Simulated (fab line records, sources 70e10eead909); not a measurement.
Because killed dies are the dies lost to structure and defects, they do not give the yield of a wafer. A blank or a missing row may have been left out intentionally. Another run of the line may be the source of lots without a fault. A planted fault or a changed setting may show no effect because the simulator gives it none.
Commonality check across tools | flow nand-harc | 39 wafers sampled across 12 lots

== REASON FOR OPENING ==
At NHARC_P_GATE_CD_MEAS_46 the reading cd-nm is flagged on 1 of 12 lots. Fault-free wafers read 720.3 nm, with a standard deviation of 2.2.
Rule: a lot is flagged in two cases, either no wafer of it has a number, or all its wafers with numbers fall more than 4 standard deviations from that mean. All remaining lots are regarded as sound.

lot  | measured     | on        | cd-nm (nm), wafer by wafer          | flag
L800 | day 6 01:11  | cd-sem-01 | 721.1 720.8 720.7                   |
L801 | day 6 13:15  | cd-sem-02 | 724.0 720.7 722.5                   |
L802 | day 6 14:25  | cd-sem-03 | 720.1 717.3 715.4                   |
L803 | day 7 02:05  | cd-sem-02 | 723.8 724.2 723.3                   |
L807 | day 8 17:46  | cd-sem-03 | 709.1 710.0 707.7 709.2 709.8 708.0 | FLAGGED
L811 | day 10 20:25 | cd-sem-02 | 720.0 716.4 718.8                   |
L815 | day 12 06:14 | cd-sem-01 | 719.9 717.7 717.9                   |
L816 | day 12 08:20 | cd-sem-02 | 718.7 719.8 719.8                   |
L817 | day 13 01:32 | cd-sem-03 | 720.7 720.3 719.9                   |
L820 | day 14 02:54 | cd-sem-03 | 720.6 717.5 719.4                   |
L821 | day 14 16:27 | cd-sem-03 | 721.1 721.5 725.3                   |
L822 | day 14 23:00 | cd-sem-01 | 720.2 720.2 719.2                   |
On average the flagged lots' numbers are 709.0 nm, which is -11.3 nm against the usual, or -5 standard deviations.

== EACH LOT AND THE TOOL IT RAN ON ==
The record holds 3 process steps before the reading, out of a route of 1302 steps. Read each cell as the tool, then ch plus the chambers that the sampled wafers visited, then the start.
lot  | flag    | NHARC_P_GATE_DEP_103            | NHARC_P_GATE_DESCUM_31             | NHARC_P_GATE_EXPOSE_43
L800 |         | pecvd-03 ch 0,1,2, day 5 12:38  | rie-diel-08 ch 1,3, day 5 13:29    | krf-scanner-02 ch 0, day 6 01:02
L801 |         | pecvd-03 ch 0,1,2, day 6 00:28  | rie-diel-08 ch 0,2,3, day 6 01:19  | krf-scanner-03 ch 0, day 6 13:06
L802 |         | pecvd-03 ch 0,1,2, day 6 01:59  | rie-diel-08 ch 0,1, day 6 02:43    | krf-scanner-04 ch 0, day 6 14:16
L803 |         | pecvd-04 ch 0,1,2, day 6 13:37  | rie-diel-07 ch 0,2,3, day 6 14:22  | krf-scanner-02 ch 0, day 7 01:56
L807 | FLAGGED | pecvd-03 ch 0,2, day 8 05:26    | rie-diel-08 ch 1,2,3, day 8 06:10  | krf-scanner-02 ch 0, day 8 17:37
L811 |         | pecvd-03 ch 0,1,2, day 10 07:43 | rie-diel-07 ch 2,3, day 10 08:34   | krf-scanner-03 ch 0, day 10 20:16
L815 |         | pecvd-03 ch 0,1, day 11 17:41   | rie-diel-08 ch 0,1,3, day 11 18:25 | krf-scanner-03 ch 0, day 12 06:05
L816 |         | pecvd-03 ch 0,1,2, day 11 19:56 | rie-diel-07 ch 1,3, day 11 20:39   | krf-scanner-03 ch 0, day 12 08:11
L817 |         | pecvd-01 ch 0,2, day 12 13:06   | rie-diel-07 ch 0,2,3, day 12 13:58 | krf-scanner-03 ch 0, day 13 01:23
L820 |         | pecvd-01 ch 0,1, day 13 14:04   | rie-diel-08 ch 0,1, day 13 14:57   | krf-scanner-02 ch 0, day 14 02:45
L821 |         | pecvd-04 ch 1,2, day 14 03:53   | rie-diel-04 ch 0,3, day 14 04:46   | krf-scanner-02 ch 0, day 14 16:18
L822 |         | pecvd-03 ch 0,1, day 14 10:40   | rie-diel-08 ch 0,1,2, day 14 11:25 | krf-scanner-02 ch 0, day 14 22:51
What is done by these steps:
- NHARC_P_GATE_DEP_103: deposits SiON, target thk 30 nm.
- NHARC_P_GATE_DESCUM_31: chemistry O2, time 3 s.
- NHARC_P_GATE_EXPOSE_43: exposes mask P NSD, target cd 720 nm.
- NHARC_P_GATE_CD_MEAS_46: target cd 720 nm.

== FLAGGED OVER TOTAL, TOOL BY TOOL (the gauges that took the reading come last) ==
step                    | tool           | lots run | flagged | share of the flagged lots | sound lots run after its first flagged lot
NHARC_P_GATE_DEP_103    | pecvd-01       | 2        | 0       | none                      | -
NHARC_P_GATE_DEP_103    | pecvd-03       | 8        | 1       | all                       | 4 (L811,L815,L816,L822)
NHARC_P_GATE_DEP_103    | pecvd-04       | 2        | 0       | none                      | -
NHARC_P_GATE_DESCUM_31  | rie-diel-04    | 1        | 0       | none                      | -
NHARC_P_GATE_DESCUM_31  | rie-diel-07    | 4        | 0       | none                      | -
NHARC_P_GATE_DESCUM_31  | rie-diel-08    | 7        | 1       | all                       | 3 (L815,L820,L822)
NHARC_P_GATE_EXPOSE_43  | krf-scanner-02 | 6        | 1       | all                       | 3 (L820,L821,L822)
NHARC_P_GATE_EXPOSE_43  | krf-scanner-03 | 5        | 0       | none                      | -
NHARC_P_GATE_EXPOSE_43  | krf-scanner-04 | 1        | 0       | none                      | -
NHARC_P_GATE_CD_MEAS_46 | cd-sem-01      | 3        | 0       | none                      | -
NHARC_P_GATE_CD_MEAS_46 | cd-sem-02      | 4        | 0       | none                      | -
NHARC_P_GATE_CD_MEAS_46 | cd-sem-03      | 5        | 1       | all                       | 3 (L817,L820,L821)

== WHAT THE TABLE PERMITS ==
4 rows of the table ran every flagged lot: pecvd-03 at NHARC_P_GATE_DEP_103, rie-diel-08 at NHARC_P_GATE_DESCUM_31, krf-scanner-02 at NHARC_P_GATE_EXPOSE_43, cd-sem-03 at NHARC_P_GATE_CD_MEAS_46.
- pecvd-03 at NHARC_P_GATE_DEP_103: 1 of its 8 lots flagged. Sound lots followed the first flagged one (L811, L815, L816, L822) on it, something a lasting fault affecting the whole tool could not allow.
- rie-diel-08 at NHARC_P_GATE_DESCUM_31: 1 of its 7 lots flagged. Sound lots followed the first flagged one (L815, L820, L822) on it, something a lasting fault affecting the whole tool could not allow.
- krf-scanner-02 at NHARC_P_GATE_EXPOSE_43: 1 of its 6 lots flagged. Sound lots followed the first flagged one (L820, L821, L822) on it, something a lasting fault affecting the whole tool could not allow.
- cd-sem-03 at NHARC_P_GATE_CD_MEAS_46: 1 of its 5 lots flagged. Sound lots followed the first flagged one (L817, L820, L821) on it, something a lasting fault affecting the whole tool could not allow.
There is no row in the table that ran each flagged lot and no sound lot after the first.

== WHAT THE SIMULATOR HAD INSERTED ==
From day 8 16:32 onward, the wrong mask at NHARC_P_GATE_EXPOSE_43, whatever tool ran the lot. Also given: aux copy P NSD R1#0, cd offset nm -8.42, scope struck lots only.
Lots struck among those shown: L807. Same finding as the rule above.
